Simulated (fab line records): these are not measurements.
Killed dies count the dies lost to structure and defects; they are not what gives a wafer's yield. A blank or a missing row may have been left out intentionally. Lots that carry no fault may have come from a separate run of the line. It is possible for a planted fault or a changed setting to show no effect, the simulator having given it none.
The same fault as seen by 3 desks | flow n5-finfet | each desk holds nothing but its own numbers, with what lay behind them at the end

== FOR THE TOOL OWNER'S DESK: litho-track-01 ==
N5_PASSIVATION_PEB_28, tool's own readings: per-lot mean of the sampled wafers with a number, covering each lot this tool ran. Marked OUT: a lot whose mean sits more than 4 standard deviations from the usual mean, which makes it out of limits; the brackets give that distance.
Columns: A = exhaust-pa at N5_PASSIVATION_PEB_28, usual 45.1 Pa
lot  | first seen here | A
L465 | day 12 09:48    | 44.8
L466 | day 12 15:52    | 44.8
L467 | day 12 16:02    | 46.6
L470 | day 13 20:34    | 46.7
L483 | day 17 01:32    | 45.9
L481 | day 17 02:29    | 44.6
L484 | day 17 16:02    | 44.5
L486 | day 18 23:23    | 43.7
This desk found nothing out of limits on any of the 8 lots.

== THE DEFECT DESK ==
Per lot, the means of the sampled wafers with a number show what the inspections along the route counted. Marked OUT: a lot whose mean sits more than 4 standard deviations from the usual mean, which makes it out of limits; the brackets give that distance.
Columns: A = raw-defect-count at N5_BEOL_M15_INSPECT_12, usual 2.0
lot  | first seen here | A
L463 | day 11 06:14    | 2.3
L465 | day 11 20:01    | 2.0
L466 | day 11 21:07    | 1.7
L467 | day 12 01:41    | 3.3
L470 | day 13 03:51    | 1.0
L483 | day 16 07:01    | 1.0
L481 | day 16 10:00    | 3.3
L484 | day 17 00:58    | 1.7
L485 | day 17 07:55    | 1.3
L486 | day 17 11:39    | 3.3
This desk found nothing out of limits on any of the 10 lots.

== FROM THE METROLOGY DESK ==
What the gauges read for every lot (on any tool): the sampled wafers with a number, averaged. Marked OUT: a lot whose mean sits more than 4 standard deviations from the usual mean, which makes it out of limits; the brackets give that distance.
Columns: A = cd-nm at N5_PASSIVATION_CD_MEAS_30, usual 3998.8 nm
lot  | first seen here | A
L463 | day 12 05:02    | 4000.3
L465 | day 12 09:55    | 3998.6
L466 | day 12 15:59    | 3999.3
L467 | day 12 16:09    | 3992.0
L470 | day 13 20:41    | 3986.9 (-6.6) OUT
L483 | day 17 01:39    | 3996.1
L481 | day 17 02:36    | 3998.0
L484 | day 17 16:09    | 4000.3
L485 | day 17 23:29    | 3999.8
L486 | day 18 23:30    | 3998.9
This desk's verdict: out of limits on L470, starting with L470 at day 13 20:41 (cd-nm at N5_PASSIVATION_CD_MEAS_30). L463, L465, L466, L467, L483, L481, L484, L485, L486 stayed within limits.

== BROUGHT TOGETHER ==
Metrology desk: alarm possible at day 13 20:41 on L470.
The desk of the tool owner found nothing out of limits.
The defect desk saw nothing out of limits.
On record at the tool owner's desk: L470, within its limits.
The defect desk has L470 on record, within its limits.
Every lot named ran N5_PASSIVATION_PEB_28 on litho-track-01.

== WHAT WAS PUT IN BY THE SIMULATOR ==
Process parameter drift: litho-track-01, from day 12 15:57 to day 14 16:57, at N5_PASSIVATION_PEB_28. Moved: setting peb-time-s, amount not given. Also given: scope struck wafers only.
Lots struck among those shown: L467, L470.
Time in hours between the start of the fault and the first out-of-limits reading at each desk: metrology desk, 29.
